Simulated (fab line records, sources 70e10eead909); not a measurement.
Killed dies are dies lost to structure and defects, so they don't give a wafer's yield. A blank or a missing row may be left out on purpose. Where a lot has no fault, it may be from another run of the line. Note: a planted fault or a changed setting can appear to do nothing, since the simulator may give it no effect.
fab line records	flow nand-harc
[record] lots = 6	wafers = 18	last-day = 32
route steps=1302 shown P_STI@86 END@1302
lots that met no fault: from a run of the same line without faults
start-h: hours from the record's first day to the start of the lot's first wafer shown	wait-h: hours from the lot's prior step to this one	" repeats the value in the row above	L1.1+2: a row that stands for several wafers	- either no value or no given start	* or withheld: withheld	< > ~ a bound
route shown NAME@n: NAME is a module with steps in the file, n the number in the route of the first one	usual: average and standard deviation across the fault-free wafers	same: alike in all rows	chamber/n: place in a boat	sites: each site's reading	_std_site: the standard deviation of these	_edge_site: mean of outer sites minus mean of inner sites	radius-mm: for every site, how far away it sits from the centre of the wafer	mask NAME#n: copy n	behind: tool/chamber where the wafer was last shaped	hold: reason for holding the lot/hours on hold/outcome of the hold	device: whichever transistor did not switch (one of n, p or np)	end of line: at the end of the route, the tests of the same wafers	a step without rows: its recipe alone	killed: at the first sort, the dies lost to defects and structure; wafer yield is something else	map: shows each die of a wafer: x if killed, . if not, _ if none is there
set.NAME: setting as actually run; set.NAME@STEP: the setting as run at that earlier step	model.NAME: the simulator's own value behind a step, which no gauge read
lots seen at some steps along the route; tables by step, rows by wafer
services: the hour from which a tool's chamber was out of use, counted from the record's first day as start-h (under 0 if before that day), plus the number of hours and why
[[steps]]
[step NHARC_P_STI_HARDBAKE_13]
[recipe] temp-c = 118	time-s = 65
[step NHARC_P_STI_DESCUM_14]
[recipe] time-s = 3	o2-flow-sccm = 200	ar-flow-sccm = 0	bias-power-w = 0	chemistry = O2
[usual] drypump-motor-current-A = 5.82/0.3	oes-product-au = 1.001/0.0068	rf-vpp-V = 57.9/0.85	showerhead-plenum-p-Torr = 1.91/0.068	throttle-valve-pct = 11.312/0.0097
lot.wafer	tool	chamber	start-h	wait-h	drypump-motor-current-A	oes-product-au	rf-hours-counter-h	rf-vpp-V	showerhead-plenum-p-Torr	throttle-valve-pct
L951.1	rie-diel-01	1	64.86	-	5.80	0.997	2	58.3	1.84	11.327
L951.4	"	2	"	"	6.25	0.994	2	59.5	2.01	11.315
L951.5	"	2	"	"	6.29	0.996	-	57.4	2.01	11.300
L953.3	rie-diel-05	3	84.61	-	5.25	1.006	1	59.0	1.90	11.324
L953.2	"	0	"	"	5.71	0.994	1	58.8	2.03	11.322
L953.5	"	0	"	"	5.72	0.998	-	58.5	2.03	11.308
L954.4	rie-diel-05	0	94.93	-	5.76	0.992	2	57.5	2.03	11.294
L954.2	"	1	"	"	6.20	0.993	2	59.2	1.82	11.315
L954.6	"	2	"	"	6.16	0.996	-	59.0	1.85	11.328
L966.4	rie-diel-05	0	214.87	-	5.72	1.001	7	58.2	2.03	11.321
L966.2	"	1	"	"	6.22	1.006	7	57.3	1.81	11.335
L966.6	"	0	"	"	5.76	1.004	-	59.2	2.03	11.309
L967.2	rie-diel-02	3	225.90	-	5.76	0.995	0	57.7	1.96	11.300
L967.3	"	0	"	"	5.51	0.992	0	58.0	1.93	11.291
L967.5	"	3	"	"	5.76	1.004	-	57.1	1.96	11.295
L970.2	rie-diel-01	1	252.71	-	5.78	1.006	3	57.8	1.83	11.315
L970.3	"	2	"	"	6.29	1.002	3	58.2	2.01	11.319
L970.6	"	2	"	"	6.27	0.998	-	58.0	2.01	11.305
[step NHARC_P_STI_ETCH_42]
[recipe] target-depth-a = 800	overetch-a = 240	time-s = 61	ion-energy-ev = 200	n2-flow-sccm = 150	h2-flow-sccm = 150	ar-flow-sccm = 0	rf-w = 400	bias-w = 150	chemistry = N2/H2
[usual] drypump-motor-current-A = 5.8/0.3	n2-flow-sccm = 150.1/0.49	oes-product-au = 1.000/0.007	rf-vpp-V = 430.5/2.1	showerhead-plenum-p-Torr = 2.04/0.073	throttle-valve-pct = 14.171/0.0087
lot.wafer	tool	chamber	start-h	wait-h	drypump-motor-current-A	n2-flow-sccm	oes-product-au	rf-hours-counter-h	rf-vpp-V	showerhead-plenum-p-Torr	throttle-valve-pct
L951.4	rie-diel-01	3	64.96	0.1	6.3	149.9	0.992	2	429.7	2.04	14.187
L951.1	"	0	"	"	5.7	150.3	1.004	3	430.4	2.06	14.171
L951.5	"	2	"	"	6.3	150.2	1.001	-	433.0	2.14	14.167
L953.2	rie-diel-05	0	84.70	0.1	5.7	149.9	0.994	1	432.7	2.17	14.172
L953.3	"	1	"	"	6.2	150.7	0.989	1	428.9	1.93	14.153
L953.5	"	1	"	"	6.2	149.8	0.993	-	427.5	1.93	14.184
L954.4	rie-diel-05	3	95.00	0.1	5.2	150.3	1.009	2	429.5	2.03	14.155
L954.2	"	1	"	"	6.2	149.2	0.993	2	429.0	1.93	14.152
L954.6	"	3	"	"	5.2	150.8	1.004	-	430.2	2.03	14.173
L966.4	rie-diel-05	0	214.96	0.1	5.8	149.5	0.988	7	432.2	2.17	14.171
L966.2	"	2	"	"	6.1	150.0	0.995	7	427.1	1.97	14.170
L966.6	"	0	"	"	5.7	150.3	1.001	-	434.4	2.17	14.184
L967.3	rie-diel-02	2	226.00	0.1	6.0	150.0	1.006	0	431.2	2.06	14.185
L967.2	"	3	"	"	5.8	149.5	0.995	0	432.0	2.09	14.175
L967.5	"	2	"	"	6.0	149.9	1.007	-	429.9	2.06	14.184
L970.3	rie-diel-01	1	252.81	0.1	5.8	150.7	1.000	3	426.8	1.95	14.171
L970.2	"	2	"	"	6.3	148.9	0.996	3	432.9	2.14	14.169
L970.6	"	1	"	"	5.8	150.3	0.995	-	429.3	1.95	14.179
[step NHARC_P_STI_ETCH_31]
[recipe] target-depth-a = 1089	time-s = 54.5	cf4-flow-sccm = 100	chf3-flow-sccm = 30	ar-flow-sccm = 0	rf-w = 500	bias-w = 200	chemistry = CF4/CHF3
[usual] drypump-motor-current-A = 5.80/0.3	oes-product-au = 0.963/0.017	rf-vpp-V = 370.7/1.9	showerhead-plenum-p-Torr = 1.57/0.052	throttle-valve-pct = 16.801/0.0097
lot.wafer	tool	chamber	start-h	wait-h	drypump-motor-current-A	oes-product-au	rf-hours-counter-h	rf-vpp-V	showerhead-plenum-p-Torr	throttle-valve-pct
L951.1	rie-diel-01	0	-	-	5.75	0.965	3	371.4	1.59	16.808
L951.4	"	1	"	"	5.81	0.949	2	368.8	1.51	16.789
L951.5	"	0	"	"	5.74	0.961	-	370.7	1.59	16.805
L953.3	rie-diel-05	1	-	-	6.22	0.967	1	368.7	1.50	16.804
L953.2	"	0	"	"	5.73	0.951	1	374.0	1.67	16.789
L953.5	"	2	"	"	6.14	0.980	-	369.1	1.53	16.786
L954.2	rie-diel-05	3	-	-	5.22	0.964	2	371.6	1.56	16.807
L954.4	"	2	"	"	6.13	0.966	2	368.1	1.52	16.785
L954.6	"	0	"	"	5.70	0.964	-	373.7	1.66	16.818
L966.4	rie-diel-05	2	-	-	6.16	0.927	7	369.9	1.52	16.817
L966.2	"	3	"	"	5.19	0.935	7	369.8	1.56	16.806
L966.6	"	1	"	"	6.20	0.926	-	368.5	1.50	16.819
L967.2	rie-diel-02	3	-	-	5.78	0.971	0	372.2	1.61	16.807
L967.3	"	0	"	"	5.51	0.968	0	370.5	1.59	16.799
L967.5	"	3	"	"	5.77	0.964	-	373.3	1.61	16.798
L970.3	rie-diel-01	0	-	-	5.74	0.970	3	370.4	1.59	16.794
L970.2	"	1	"	"	5.82	0.958	3	369.6	1.51	16.786
L970.6	"	2	"	"	6.26	0.968	-	375.2	1.64	16.812
[step NHARC_P_STI_ETCH_15]
[recipe] target-depth-a = 3000	taper-deg = 4	time-s = 100.1	hbr-flow-sccm = 150	cl2-flow-sccm = 50	rf-w = 400	icp-w = 400	bias-w = 100	chemistry = HBr/Cl2
[usual] drypump-motor-current-A = 6.0/0.57	mfc-cl2-sccm = 50.01/0.15	oes-product-au = 1.001/0.0076	throttle-valve-pct = 26.408/0.0086
lot.wafer	tool	chamber	start-h	wait-h	drypump-motor-current-A	mfc-cl2-sccm	oes-product-au	rf-hours-counter-h	throttle-valve-pct
L951.4	rie-si-05	1	65.14	-	5.3	49.79	0.995	0.7	26.411
L951.1	"	2	"	"	6.0	50.10	1.002	0.7	26.400
L951.5	"	1	"	"	5.3	49.86	0.998	-	26.398
L953.3	rie-si-05	3	84.89	-	6.7	49.90	1.001	0.9	26.420
L953.2	"	2	"	"	6.0	49.79	1.004	0.9	26.406
L953.5	"	0	"	"	6.0	50.18	0.989	-	26.408
L954.2	rie-si-05	2	95.19	-	6.1	50.05	0.991	1.0	26.412
L954.4	"	3	"	"	6.7	49.85	0.991	1.0	26.410
L954.6	"	2	"	"	6.1	50.19	1.001	-	26.389
L966.4	rie-si-04	1	215.15	-	6.0	49.91	1.001	0.3	26.410
L966.2	"	3	"	"	6.6	50.17	0.996	0.3	26.404
L966.6	"	1	"	"	6.0	49.76	0.999	-	26.409
L967.2	rie-si-05	0	226.22	-	6.0	49.86	1.005	0.5	26.403
L967.3	"	1	"	"	5.3	49.99	0.997	0.6	26.406
L967.5	"	3	"	"	6.7	49.91	1.002	-	26.414
L970.3	rie-si-05	0	253.03	-	6.0	50.05	0.992	0.7	26.419
L970.2	"	1	"	"	5.3	49.75	0.992	0.9	26.401
L970.6	"	0	"	"	6.0	49.88	0.999	-	26.395
[step NHARC_P_STI_CD_MEAS_16]
[usual] cd-nm = 200.3/1.4
lot.wafer	tool	chamber	start-h	wait-h	cd-nm
L951.1	cd-sem-01	-	65.30	-	202.4
L951.4	"	-	"	"	200.8
L951.5	"	-	"	"	198.2
L953.2	cd-sem-01	-	85.06	-	199.1
L953.3	"	-	"	"	201.1
L953.5	"	-	"	"	201.2
L954.2	cd-sem-01	-	95.35	-	199.0
L954.4	"	-	"	"	196.5
L954.6	"	-	"	"	198.6
L966.2	cd-sem-02	-	215.31	-	199.6
L966.4	"	-	"	"	201.4
L966.6	"	-	"	"	200.7
L967.2	cd-sem-01	-	226.37	-	199.1
L967.3	"	-	"	"	200.6
L967.5	"	-	"	"	200.2
L970.2	cd-sem-03	-	253.18	-	200.1
L970.3	"	-	"	"	199.8
L970.6	"	-	"	"	199.8
[step NHARC_P_STI_OCD_MEAS_17]
[usual] trench-depth-nm = 301.1/2.7	trench-foot-cd-nm = 158.4/1.3
lot.wafer	tool	chamber	start-h	wait-h	trench-depth-nm	trench-foot-cd-nm
L951.1	ocd-02	-	65.39	0.1	303.3	160.0
L951.4	"	-	"	"	301.4	158.0
L951.5	"	-	"	"	302.3	156.6
L953.2	ocd-01	-	85.14	0.1	299.4	157.9
L953.3	"	-	"	"	300.2	159.3
L953.5	"	-	"	"	297.2	159.9
L954.2	ocd-02	-	95.44	0.1	297.9	157.4
L954.4	"	-	"	"	298.7	156.2
L954.6	"	-	"	"	299.8	157.4
L966.2	ocd-02	-	215.40	0.1	300.2	159.2
L966.4	"	-	"	"	299.8	161.4
L966.6	"	-	"	"	298.4	161.1
L967.2	ocd-02	-	226.45	0.1	300.4	157.7
L967.3	"	-	"	"	300.9	157.9
L967.5	"	-	"	"	302.1	158.9
L970.2	ocd-01	-	253.27	0.1	298.6	158.5
L970.3	"	-	"	"	295.4	159.5
L970.6	"	-	"	"	297.6	159.3
[step NHARC_P_STI_STRIP_19]
[recipe] time-s = 900	temp-c = 130	chemistry = SPM
[step NHARC_P_STI_PRECLEAN_32]
[recipe] time-s = *	temp-c = 50	bath-age-min = 0	chemistry = SC1
[step NHARC_P_STI_SRD_23]
[step NHARC_P_STI_OCD_MEAS_43]
[usual] trench-depth-nm = 301.1/2.7	trench-foot-cd-nm = 158.4/1.3
lot.wafer	tool	chamber	start-h	wait-h	trench-depth-nm	trench-foot-cd-nm
L951.1	ocd-01	-	65.90	-	303.3	160.1
L951.4	"	-	"	"	301.1	158.3
L951.5	"	-	"	"	302.3	156.4
L953.2	ocd-02	-	85.65	-	299.5	158.2
L953.3	"	-	"	"	300.0	158.9
L953.5	"	-	"	"	296.4	159.5
L954.2	ocd-02	-	95.96	-	297.7	157.4
L954.4	"	-	"	"	299.5	156.4
L954.6	"	-	"	"	299.7	158.2
L966.2	ocd-01	-	215.90	-	300.6	159.3
L966.4	"	-	"	"	299.2	161.6
L966.6	"	-	"	"	298.4	160.9
L967.2	ocd-01	-	226.96	-	300.6	157.9
L967.3	"	-	"	"	300.9	158.1
L967.5	"	-	"	"	301.6	158.7
L970.2	ocd-01	-	253.77	-	298.4	158.2
L970.3	"	-	"	"	295.8	159.7
L970.6	"	-	"	"	297.4	158.7
[step NHARC_P_STI_OXIDE_33]
[recipe] target-thk-a = 100	temp-c = 1000	ox-time-s = 281	material = SiO2
[step NHARC_P_STI_HDPCVD_20]
[recipe] target-thk-a = withheld	sigma-open-frac = withheld	material = SiO2
lot.wafer	tool	chamber	start-h	wait-h
L951.1+4+5	hdpcvd-01	0,1,1	74.50	0.5
L953.2+3+5	hdpcvd-01	0,1,0	94.18	0.5
L954.2+4+6	hdpcvd-01	0,0,1	104.55	0.4
L966.2+4+6	hdpcvd-01	1,0,1	226.08	0.4
L967.2+3+5	hdpcvd-01	0,1,0	237.90	0.5
L970.2+3+6	hdpcvd-01	1,0,1	261.73	0.5
[step NHARC_P_STI_ANNEAL_34]
[recipe] temp-c = 1000	time-s = 1800
[step NHARC_P_STI_CMP_21]
[recipe] t-overpolish-s = 20	target-thk-nm = 380.67
[usual] motor-current-A = 12.0/0.99	overpolish-run-s = 20.000/0.0091	pad-life-wafers = 203/96	retaining-ring-pressure-frac = 1.000/0.0048
[same] t-overpolish-s = 20
lot.wafer	tool	chamber	start-h	wait-h	motor-current-A	overpolish-run-s	pad-life-wafers	retaining-ring-pressure-frac
L951.1	cmp-04	3	83.68	0.4	11.9	20.008	252	0.992
L951.4	"	2	"	"	12.0	20.000	255	0.994
L951.5	"	3	"	"	12.1	19.993	-	0.999
L953.3	cmp-03	0	102.75	0.4	12.6	20.016	128	1.002
L953.2	"	1	"	"	10.1	19.994	129	0.998
L953.5	"	3	"	"	11.3	19.984	-	1.004
L954.4	cmp-03	2	114.62	0.4	13.2	20.003	186	0.992
L954.2	"	1	"	"	10.8	19.995	189	0.994
L954.6	"	2	"	"	13.2	19.996	-	0.995
L966.2	cmp-04	2	234.73	0.4	12.3	20.006	78	1.005
L966.4	"	0	"	"	10.3	20.004	80	0.992
L966.6	"	3	"	"	11.4	20.003	-	0.998
L967.3	cmp-03	1	249.85	0.4	10.2	20.003	318	1.001
L967.2	"	3	"	"	11.5	20.016	320	1.001
L967.5	"	1	"	"	10.4	20.012	-	1.005
L970.2	cmp-04	0	270.96	0.4	10.3	19.991	205	1.002
L970.3	"	2	"	"	12.3	20.003	207	1.004
L970.6	"	0	"	"	11.0	20.005	-	1.008
[step NHARC_P_STI_SRD_35]
[step NHARC_P_STI_ETCH_36]
[recipe] target-depth-a = 388	chemistry = dHF	material = SiO2
[step NHARC_P_STI_STRIP_24]
[recipe] temp-c = 160	chemistry = H3PO4	material = Si3N4
[step NHARC_P_STI_ETCH_37]
[recipe] target-depth-a = 110	chemistry = dHF	material = SiO2
[step NHARC_P_STI_PRECLEAN_38]
[recipe] time-s = *	temp-c = 50	bath-age-min = 0	chemistry = SC1
[step NHARC_P_STI_SRD_39]
[step NHARC_P_STI_OXIDE_40]
[recipe] target-thk-a = 100	temp-c = 900	ox-time-s = 1362	material = SiO2
[step NHARC_P_STI_INSPECT_25]
[usual] raw-defect-count = 220/94
lot.wafer	tool	chamber	start-h	wait-h	raw-defect-count
L951.1	defect-inspect-01	-	91.40	0.4	214
L951.4	"	-	"	"	205
L951.5	"	-	"	"	148
L953.2	defect-inspect-02	-	111.92	0.4	317
L953.3	"	-	"	"	391
L953.5	"	-	"	"	555
L954.2	defect-inspect-01	-	124.01	0.4	181
L954.4	"	-	"	"	141
L954.6	"	-	"	"	166
L966.2	defect-inspect-01	-	244.16	0.4	150
L966.4	"	-	"	"	173
L966.6	"	-	"	"	128
L967.2	defect-inspect-01	-	258.70	0.4	346
L967.3	"	-	"	"	203
L967.5	"	-	"	"	343
L970.2	defect-inspect-01	-	279.41	0.4	177
L970.3	"	-	"	"	221
L970.6	"	-	"	"	149
[step NHARC_END_SORT_01]
[recipe] temp-c = 25
[usual] killed-at-array = 58/15	killed-at-other = 0.8/1.2	killed-at-periphery = 3.5/2.5	killed-dies = 62/15	killed-open = 3.2/1.7	killed-short = 2.4/1.5
[same] gross-dies = 677
lot.wafer	tool	chamber	start-h	wait-h	killed-at-array	killed-at-other	killed-at-periphery	killed-dies	killed-open	killed-short
L953.2	prober-02	0	595.95	2.8	74	2	601	677	2	3
L953.3	prober-02	0	596.76	3.1	88	0	589	677	6	3
L953.5	prober-02	0	598.36	3.7	76	2	599	677	3	2
L954.2	prober-01	0	596.62	2.8	57	1	619	677	3	6
L954.4	prober-01	0	598.25	3.5	52	0	625	677	2	4
L954.6	prober-01	0	599.88	4.1	52	0	625	677	3	3
L966.4	prober-01	0	735.84	3.4	78	1	2	81	2	1
L966.6	prober-01	0	737.46	4.0	70	0	1	71	5	1
// killed by level:class
L953.2 P_STI:area-hdpcvd=600 A_CHANNEL_HOLE_D1:chamber-film-flake=28 A_CHANNEL_HOLE_D2:chamber-film-flake=27 A_SLIT:chamber-film-flake=11 A_CONTACT:chamber-film-flake=2 THIN_TSV:chamber-film-flake=2 P_M0:geometric-particle:short=1 A_SOURCE_PLATE:geometric-particle:short=1
L954.2 P_STI:area-hdpcvd=619 A_CHANNEL_HOLE_D1:chamber-film-flake=32 A_CHANNEL_HOLE_D2:chamber-film-flake=11 A_CHANNEL_FILL_D2:geometric-particle:short=2 A_CONTACT:chamber-film-flake=2 A_ONON_D1:geometric-particle:short=1 A_CHANNEL_FILL_D1:geometric-particle:short=1 A_CHANNEL_FILL_D1:geometric-particle:open=1
L953.3 P_STI:area-hdpcvd=580 A_CHANNEL_HOLE_D2:chamber-film-flake=31 A_CHANNEL_HOLE_D1:chamber-film-flake=29 A_SLIT:chamber-film-flake=21 A_CONTACT:chamber-film-flake=3 P_GATE:geometric-particle:open=2 P_M2:geometric-particle:open=2 A_CHANNEL_FILL_D1:chamber-film-flake=2
L954.4 P_STI:area-hdpcvd=622 A_CHANNEL_HOLE_D1:chamber-film-flake=31 A_CHANNEL_HOLE_D2:chamber-film-flake=10 A_STAIRCASE:chamber-film-flake=2 A_SLIT:chamber-film-flake=2 P_GATE:geometric-particle:short=1 P_BONDPAD:geometric-particle:open=1 A_ONON_D1:geometric-particle:short=1
L953.5 P_STI:area-hdpcvd=594 A_SLIT:chamber-film-flake=24 A_CHANNEL_HOLE_D2:chamber-film-flake=22 A_CHANNEL_HOLE_D1:chamber-film-flake=19 A_STAIRCASE:chamber-film-flake=4 P_ZERO_WELL:chamber-film-flake=2 A_DECK1_JOINT:chamber-film-flake=2 THIN_TSV:chamber-film-flake=2
L954.6 P_STI:area-hdpcvd=622 A_CHANNEL_HOLE_D1:chamber-film-flake=34 A_CHANNEL_HOLE_D2:chamber-film-flake=6 A_CHANNEL_FILL_D1:geometric-particle:short=3 A_BLC:geometric-particle:open=2 P_ZERO_WELL:chamber-film-flake=2 A_CONTACT:chamber-film-flake=2 A_CHANNEL_FILL_D1:geometric-particle:open=1
L966.4 A_CHANNEL_HOLE_D2:chamber-film-flake=29 A_CHANNEL_HOLE_D1:chamber-film-flake=28 A_SLIT:chamber-film-flake=8 A_CONTACT:chamber-film-flake=5 A_STAIRCASE:chamber-film-flake=4 P_CONTACT:geometric-particle:open=1 A_M0:geometric-particle:open=1 P_BONDPAD:chamber-film-flake=1
L966.6 A_CHANNEL_HOLE_D1:chamber-film-flake=31 A_CHANNEL_HOLE_D2:chamber-film-flake=25 A_WL_FILL:geometric-particle:open=2 A_STAIRCASE:chamber-film-flake=2 A_SLIT:chamber-film-flake=2 A_CONTACT:chamber-film-flake=2 A_ONON_D1:geometric-particle:open=1 A_CHANNEL_FILL_D1:geometric-particle:open=1
// map L953.2 (x killed, . not)
____________x____________
_________xxxxxxx_________
_______xxxxxxxxxxx_______
______xxxxxxxxxxxxx______
_____xxxxxxxxxxxxxxx_____
____xxxxxxxxxxxxxxxxx____
____xxxxxxxxxxxxxxxxx____
___xxxxxxxxxxxxxxxxxxx___
___xxxxxxxxxxxxxxxxxxx___
__xxxxxxxxxxxxxxxxxxxxx__
__xxxxxxxxxxxxxxxxxxxxx__
_xxxxxxxxxxxxxxxxxxxxxxx_
_xxxxxxxxxxxxxxxxxxxxxxx_
_xxxxxxxxxxxxxxxxxxxxxxx_
_xxxxxxxxxxxxxxxxxxxxxxx_
_xxxxxxxxxxxxxxxxxxxxxxx_
xxxxxxxxxxxxxxxxxxxxxxxxx
xxxxxxxxxxxxxxxxxxxxxxxxx
xxxxxxxxxxxxxxxxxxxxxxxxx
xxxxxxxxxxxxxxxxxxxxxxxxx
xxxxxxxxxxxxxxxxxxxxxxxxx
_xxxxxxxxxxxxxxxxxxxxxxx_
_xxxxxxxxxxxxxxxxxxxxxxx_
_xxxxxxxxxxxxxxxxxxxxxxx_
_xxxxxxxxxxxxxxxxxxxxxxx_
_xxxxxxxxxxxxxxxxxxxxxxx_
__xxxxxxxxxxxxxxxxxxxxx__
__xxxxxxxxxxxxxxxxxxxxx__
___xxxxxxxxxxxxxxxxxxx___
___xxxxxxxxxxxxxxxxxxx___
____xxxxxxxxxxxxxxxxx____
____xxxxxxxxxxxxxxxxx____
_____xxxxxxxxxxxxxxx_____
______xxxxxxxxxxxxx______
_______xxxxxxxxxxx_______
_________xxxxxxx_________
____________x____________
// map L954.2 (x killed, . not)
____________x____________
_________xxxxxxx_________
_______xxxxxxxxxxx_______
______xxxxxxxxxxxxx______
_____xxxxxxxxxxxxxxx_____
____xxxxxxxxxxxxxxxxx____
____xxxxxxxxxxxxxxxxx____
___xxxxxxxxxxxxxxxxxxx___
___xxxxxxxxxxxxxxxxxxx___
__xxxxxxxxxxxxxxxxxxxxx__
__xxxxxxxxxxxxxxxxxxxxx__
_xxxxxxxxxxxxxxxxxxxxxxx_
_xxxxxxxxxxxxxxxxxxxxxxx_
_xxxxxxxxxxxxxxxxxxxxxxx_
_xxxxxxxxxxxxxxxxxxxxxxx_
_xxxxxxxxxxxxxxxxxxxxxxx_
xxxxxxxxxxxxxxxxxxxxxxxxx
xxxxxxxxxxxxxxxxxxxxxxxxx
xxxxxxxxxxxxxxxxxxxxxxxxx
xxxxxxxxxxxxxxxxxxxxxxxxx
xxxxxxxxxxxxxxxxxxxxxxxxx
_xxxxxxxxxxxxxxxxxxxxxxx_
_xxxxxxxxxxxxxxxxxxxxxxx_
_xxxxxxxxxxxxxxxxxxxxxxx_
_xxxxxxxxxxxxxxxxxxxxxxx_
_xxxxxxxxxxxxxxxxxxxxxxx_
__xxxxxxxxxxxxxxxxxxxxx__
__xxxxxxxxxxxxxxxxxxxxx__
___xxxxxxxxxxxxxxxxxxx___
___xxxxxxxxxxxxxxxxxxx___
____xxxxxxxxxxxxxxxxx____
____xxxxxxxxxxxxxxxxx____
_____xxxxxxxxxxxxxxx_____
______xxxxxxxxxxxxx______
_______xxxxxxxxxxx_______
_________xxxxxxx_________
____________x____________
[[services]]
tool	chamber	start-h	hours	kind
rie-diel-02	-	47.86	0.4	repair
rie-diel-05	-	52.60	9.0	pm
rie-diel-01	1	62.38	2.4	repair
cmp-03	-	64.84	4.0	pm
cmp-04	-	65.30	1.2	repair
cmp-04	-	73.23	0.5	repair
cmp-03	-	73.58	3.8	repair
rie-diel-02	1	79.81	3.4	repair
cmp-04	-	88.26	1.9	repair
cmp-03	-	95.57	0.8	repair
cmp-04	-	111.00	4.0	pm
cmp-04	-	121.82	0.8	repair
rie-si-05	-	128.00	9.0	pm
cmp-04	-	128.64	1.3	repair
hdpcvd-01	-	131.55	0.6	repair
cmp-04	-	148.72	1.7	repair
rie-diel-05	-	150.08	0.4	repair
rie-diel-05	2	177.15	7.3	repair
rie-diel-01	-	181.60	2.8	repair
hdpcvd-01	-	185.37	13.0	pm
rie-diel-01	3	186.98	3.7	repair
rie-diel-01	-	203.82	9.0	pm
rie-diel-05	-	229.60	9.0	pm
rie-diel-01	3	235.24	23.5	repair
[[key]]
[first-sign] step = NHARC_END_SORT_01	reading = killed-at-periphery	direction = up	sigmas = 99+	usual = 3.5	struck = 609.7
[effect] step = NHARC_END_SORT_01	reading = killed-dies	direction = up	sigmas = 42	usual = 62	struck = 677
[more-kills-born-at] NHARC_P_STI_HDPCVD_20@hdpcvd-01 = 3637
met-at NHARC_P_STI_HDPCVD_20
struck-wafers L953.2,L953.3,L953.5,L954.2,L954.4,L954.6
later-rows-left-out L953.2,L953.3,L953.5,L954.2,L954.4,L954.6
tester-left-out L953,L954
onset-between 74.50 94.18
[fault] kind = skipped-step-whole	tool = hdpcvd-01	chamber = -	onset-h = 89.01	steps = NHARC_P_STI_HDPCVD_20	scope = struck-lots-only
// tester-left-out: of these lots the tester's yield and bins aren't shown, on N5 and GAA mostly nor the transistor test; their killed dies are dies lost to structure and defects alone, not to doping, threshold or leakage, so they don't give the yield
// later-rows-left-out: the simulator's readings of these wafers behind a module that went badly wrong aren't trusted and aren't shown, but for the sort
